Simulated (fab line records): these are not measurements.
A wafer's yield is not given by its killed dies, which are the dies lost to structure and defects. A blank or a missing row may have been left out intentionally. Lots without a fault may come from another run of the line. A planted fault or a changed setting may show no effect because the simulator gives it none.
Matching of chambers -- flow n5Finfet -- aldMetal-04 running N5_BEOL_M6_ALD_77: 4 sister chambers
The step deposits TaN, target thk 2 nm, pulse time 2 s, purge time 3 s. 7 wafers are shown with their chamber, then 8 later ones without.

WAFERS PAIRED WITH THEIR CHAMBERS
wafer,chamber,heaterPowerW (W)
L086.1,2,432
L086.3,3,458
L086.6,0,460
L087.2,2,426
L087.5,0,461
L087.6,1,358
L089.1,3,459

WAFERS WITH NO CHAMBER GIVEN
wafer,heaterPowerW (W)
L089.4,453
L089.6,414
L093.3,357
L093.5,468
L093.6,431
L094.2,463
L094.3,433
L094.6,466

CHAMBER TAKEN BY EACH
wafer,from the rows above,in truth
L089.4,can't be placed: 3 or 0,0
L089.6,2,2
L093.3,1,1
L093.5,can't be placed: 0 or 3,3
L093.6,2,2
L094.2,can't be placed: 0 or 3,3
L094.3,2,2
L094.6,can't be placed: 0 or 3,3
4 of 8 placed correctly. Not placeable from these rows: 4 (in 4, the candidates include the true chamber). 0 placed wrongly.
How it was worked out, from the rows above alone: a wafer's distance from a chamber is the root of the sum, over the readings, of the square of ((its reading less the chamber's mean) divided by the reading's scatter). The wafer belongs to the nearest chamber; if the next one is less than 2 further off, it can't be placed. Each chamber's mean is taken over the wafers shown for it. The scatter: take each reading less its chamber's mean, square it, sum over the shown wafers, divide by the number of wafers less the number of chambers, and take the root.
